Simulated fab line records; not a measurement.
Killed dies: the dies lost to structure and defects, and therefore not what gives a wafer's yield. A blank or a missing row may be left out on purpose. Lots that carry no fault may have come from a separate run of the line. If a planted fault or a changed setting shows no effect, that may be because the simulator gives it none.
Split-lot study + flow n5Finfet + route with 1938 steps; 7 lots, 21 wafers read

== THE SPLIT ==
At N5_BEOL_M10_TRENCH_ETCH_37 (etches SiCOH lowk in C4F6/O2, target depth 148.83 nm, time 48 s), the setting timeS was moved away from the recipe's 48 s on 11 of the 21 wafers read, by -22.0% to +20.0%. All remaining wafers had this setting at the recipe value.

== FROM THE SPLIT TO THE READING: what the file shows between them, 11 steps ==
- N5_BEOL_M10_ETCH_41: etches SiCN in CH3F/O2, target depth 42.6 nm, time 86 s (also split here: sourceW)
- N5_BEOL_M10_STRIP_77: strips in N2/H2, time 10 s
- N5_BEOL_M10_OCD_MEAS_38
- N5_BEOL_M10_HM_STRIP_39: strips TiN in peroxide tin strip, target depth 25 nm, time 158 s
- N5_BEOL_M10_SRD_40: time 30 s
- N5_BEOL_M10_ECD_50: material Cu, target thk 318 nm
- N5_BEOL_M10_ANNEAL_51: time 90 s
- N5_BEOL_M10_CMP_52: polishes, stops on SiCOH lowk, t overpolish 7 s, target thk 140 nm
- N5_BEOL_M10_THK_MEAS_53: measures by xrf
- N5_BEOL_M10_PRE_CLEAN_55: time 15 s
- N5_BEOL_M10_DEP_56: deposits SiCN from 3MS/NH3, target thk 15 nm, time 26.5 s

== THE READING ==
At N5_BEOL_M10_RS_MEAS_57, a four-point-probe measurement gives M10_RS in ohm/sq. A value of 0.151 ohm/sq with a standard deviation of 0.0032 ohm/sq is what fault-free wafers of this fab line usually give.

| wafer  | tool, chamber at the split | timeS as run, s | against the recipe | M10_RS, ohm/sq | against lot-mates on the recipe |
|--------|----------------------------|-----------------|--------------------|----------------|---------------------------------|
| L074.1 | rieDiel-04, 1              | 48              | recipe             | 0.148          | -                               |
| L074.2 | rieDiel-04, 3              | 43.63           | -9.1%              | 0.163          | +0.015                          |
| L074.4 | rieDiel-04, 1              | 43.63           | -9.1%              | 0.164          | +0.016                          |
| L077.1 | rieDiel-05, 3              | 48              | recipe             | 0.153          | -                               |
| L077.5 | rieDiel-05, 2              | 48              | recipe             | 0.149          | -                               |
| L077.6 | rieDiel-05, 1              | 53.47           | +11.4%             | 0.137          | -0.014                          |
| L079.1 | rieDiel-05, 3              | 37.44           | -22.0%             | 0.205          | +0.053                          |
| L079.2 | rieDiel-05, 2              | 37.44           | -22.0%             | 0.201          | +0.049                          |
| L079.3 | rieDiel-05, 0              | 48              | recipe             | 0.152          | -                               |
| L080.1 | rieDiel-06, 0              | 48              | recipe             | 0.150          | -                               |
| L080.4 | rieDiel-06, 3              | 48              | recipe             | 0.150          | -                               |
| L080.6 | rieDiel-06, 2              | 48              | recipe             | 0.149          | -                               |
| L084.2 | rieDiel-06, 1              | 48              | recipe             | 0.150          | -                               |
| L084.3 | rieDiel-06, 0              | 57.58           | +20.0%             | 0.121          | -0.029                          |
| L084.6 | rieDiel-06, 0              | 57.58           | +20.0%             | 0.123          | -0.027                          |
| L090.2 | rieDiel-05, 3              | 52.92           | +10.3%             | 0.140          | -0.014                          |
| L090.4 | rieDiel-05, 2              | 52.92           | +10.3%             | 0.137          | -0.017                          |
| L090.5 | rieDiel-05, 0              | 48              | recipe             | 0.154          | -                               |
| L092.1 | rieDiel-04, 0              | 53.34           | +11.1%             | 0.130          | -0.019                          |
| L092.2 | rieDiel-04, 3              | 53.34           | +11.1%             | 0.130          | -0.019                          |
| L092.3 | rieDiel-04, 2              | 48              | recipe             | 0.149          | -                               |

THE FIT
A straight line over all 21 wafers: M10_RS changes by -0.00184 ohm/sq for each +1% of timeS; r = -0.97; the points scatter about the line by 0.0052 ohm/sq.
The same after taking each lot's own level away (the mean of its wafers on the recipe; 21 wafers): -0.00184 ohm/sq for each +1%; r = -0.98; scatter 0.0043 ohm/sq.
According to that fit, moving timeS by its largest amount changes the reading by 0.04 ohm/sq.
The lots' own levels span 0.1480 to 0.1540 ohm/sq, that is 1.9 times the standard deviation above.
The two slopes are in agreement: the lot-to-lot level therefore moves the slope only a little.
Check: +0.0391 ohm/sq against its lot-mates is what the line predicts for one of the wafers moved furthest among these (-22.0%) when that wafer is left out of the fit. It came out at +0.053 ohm/sq against them.

== FURTHER SPLITS ON THESE WAFERS ==
Other splits were also applied to these wafers ahead of the reading. Each is held against what the fit with the lots' levels taken away leaves over:
| other split on the same wafers  | wafers away from the commonest value | r with M10_RS (lot level and that fit taken away) |
|---------------------------------|--------------------------------------|---------------------------------------------------|
| N5_BEOL_M8_TRENCH_ETCH_37 biasW | 5                                    | -0.17                                             |
| N5_BEOL_M10_ETCH_41 sourceW     | 8                                    | +0.07                                             |

== THE WHOLE CHAIN: every reading that the file lists as answering this split, in the file's order ==
| step                       | what it does                                                       | reading                                                                          | change (the file's fit)                | r (the file's) |
|----------------------------|--------------------------------------------------------------------|----------------------------------------------------------------------------------|----------------------------------------|----------------|
| N5_BEOL_M10_TRENCH_ETCH_37 | etches SiCOH lowk in C4F6/O2, target depth 148.83 nm, time 48 s    | etch.depthNm (the simulator's own value, which no gauge read)                    | +1.46 nm for each +1% of the setting   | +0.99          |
| N5_BEOL_M10_TRENCH_ETCH_37 | etches SiCOH lowk in C4F6/O2, target depth 148.83 nm, time 48 s    | BEOL_M10.featureDepthNm (the simulator's own value, which no gauge read)         | +1.46 nm for each +1% of the setting   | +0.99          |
| N5_BEOL_M10_TRENCH_ETCH_37 | etches SiCOH lowk in C4F6/O2, target depth 148.83 nm, time 48 s    | TiN_of_BEOL_M10_HM_DEP_02.thkNm (the simulator's own value, which no gauge read) | -0.0472 nm for each +1% of the setting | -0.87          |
| N5_BEOL_M10_OCD_MEAS_38    |                                                                    | trenchDepthNm                                                                    | +1.45 nm for each +1% of the setting   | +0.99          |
| N5_BEOL_M10_CMP_52         | polishes, stops on SiCOH lowk, t overpolish 7 s, target thk 140 nm | Cu_of_BEOL_M10_ECD_50.thkNm (the simulator's own value, which no gauge read)     | +1.44 nm for each +1% of the setting   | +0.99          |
| N5_BEOL_M10_THK_MEAS_53    | measures by xrf                                                    | M10_THK                                                                          | +1.42 for each +1% of the setting      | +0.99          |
| N5_BEOL_M10_RS_MEAS_57     | measures by four-point-probe                                       | M10_RS                                                                           | -0.00178 for each +1% of the setting   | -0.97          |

== THE FILE'S OWN FIT ==
M10_RS changes by -0.00178 ohm/sq for each +1% of timeS, r = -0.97.
